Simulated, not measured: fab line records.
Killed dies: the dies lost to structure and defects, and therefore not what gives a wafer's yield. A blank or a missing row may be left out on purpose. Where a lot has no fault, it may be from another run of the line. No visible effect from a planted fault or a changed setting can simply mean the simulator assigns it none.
Matching of chambers -- flow nandHarc -- pecvd-01 running NHARC_A_ONON_D2_DEP_33: 3 sister chambers
The step deposits SiO2, target thk 200 nm. 15 wafers are shown with their chamber, then 7 later ones without.

## WAFERS PAIRED WITH THEIR CHAMBERS
wafer,chamber,showerheadVppV (V),throttleValvePct (%),heaterPowerOuterW (W)
L112.1,0,2144,15.3,298
L112.4,2,1849,15.8,367
L112.5,1,1956,16.9,316
L117.3,1,1984,16.2,282
L117.4,2,1836,15.0,329
L117.5,1,1987,16.4,284
L120.2,0,2097,15.2,282
L120.3,2,1794,15.3,284
L120.5,0,2118,15.3,286
L121.4,0,2088,15.4,273
L121.5,2,1817,15.3,317
L121.6,1,2006,16.6,338
L123.1,1,1967,16.4,335
L123.2,2,1822,15.6,254
L123.6,0,2093,15.6,249

SIGNATURES, as means of the wafers listed above
reading,chamber 0,chamber 1,chamber 2,scatter within a chamber
showerheadVppV,2108.00,1980.00,1823.60,21.1
throttleValvePct,15.360,16.500,15.400,0.25
heaterPowerOuterW,277.60,311.00,310.20,31.2
Rule: distance of a wafer from a chamber = root of the sum over the readings of ((wafer's reading minus chamber's mean) / reading's scatter) squared. If the next closest chamber is less than 2 further off than the closest, the wafer can't be placed; otherwise it belongs to the closest. The scatter: take each reading less its chamber's mean, square it, sum over the shown wafers, divide by the number of wafers less the number of chambers, and take the root.

## WAFERS WITH NO CHAMBER GIVEN
wafer,showerheadVppV (V),throttleValvePct (%),heaterPowerOuterW (W)
L124.1,1971,16.7,319
L124.3,1835,15.4,312
L126.2,1962,16.6,327
L126.4,1967,16.5,334
L134.1,1864,15.6,250
L134.2,2097,15.4,283
L134.3,2107,15.2,283

## EACH ONE'S CHAMBER
wafer,from the rows above,in truth
L124.1,1,1
L124.3,2,2
L126.2,1,1
L126.4,1,1
L134.1,2,2
L134.2,0,0
L134.3,0,0
7 of 7 placed correctly. Can't be placed from these rows: 0. Number placed wrongly: 0.
